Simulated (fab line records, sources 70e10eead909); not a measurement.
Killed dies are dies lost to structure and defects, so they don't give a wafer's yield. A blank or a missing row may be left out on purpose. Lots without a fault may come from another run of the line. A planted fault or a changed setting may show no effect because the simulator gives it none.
Chamber matching | flow nand_harc | NHARC_P_M1_DEP_33 on pecvd-04: 3 sister chambers
The step deposits SiCN, target thk 30 nm. 14 wafers are shown with their chamber, then 7 later ones without.

WAFERS WITH THEIR CHAMBER
wafer  | chamber | heater_power_w (W)
L077.1 | 1       | 656
L077.2 | 0       | 455
L077.3 | 2       | 534
L076.1 | 0       | 495
L076.2 | 1       | 615
L076.4 | 0       | 490
L083.4 | 0       | 495
L083.5 | 2       | 481
L083.6 | 1       | 554
L084.2 | 0       | 424
L084.3 | 1       | 606
L084.5 | 0       | 433
L089.2 | 2       | 524
L089.3 | 0       | 552

SIGNATURES (means of the wafers above)
reading        | chamber 0 | chamber 1 | chamber 2 | scatter within a chamber
heater_power_w | 477.71    | 607.75    | 513.00    | 41
Rule: a wafer's distance from a chamber is the root of the sum, over the readings, of the square of ((its reading less the chamber's mean) divided by the reading's scatter). The wafer belongs to the nearest chamber; if the next one is less than 2 further off, it can't be placed. The scatter: the root of (the sum of the squares of (reading less its chamber's mean) over the shown wafers, divided by (wafers less chambers)).

WAFERS WITHOUT THEIR CHAMBER
wafer  | heater_power_w (W)
L089.5 | 653
L095.1 | 634
L095.2 | 530
L095.5 | 453
L097.2 | 527
L097.3 | 553
L097.6 | 561

WHICH CHAMBER EACH WENT THROUGH
wafer  | from the rows above          | in truth
L089.5 | 1                            | 1
L095.1 | 1                            | 1
L095.2 | can't be placed: 2 or 0 or 1 | 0
L095.5 | can't be placed: 0 or 2      | 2
L097.2 | can't be placed: 2 or 0 or 1 | 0
L097.3 | can't be placed: 2 or 1 or 0 | 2
L097.6 | can't be placed: 1 or 2 or 0 | 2
Placed correctly: 2 of 7. Can't be placed from these rows: 5 (the true chamber is among the candidates in 5). Placed wrongly: 0.
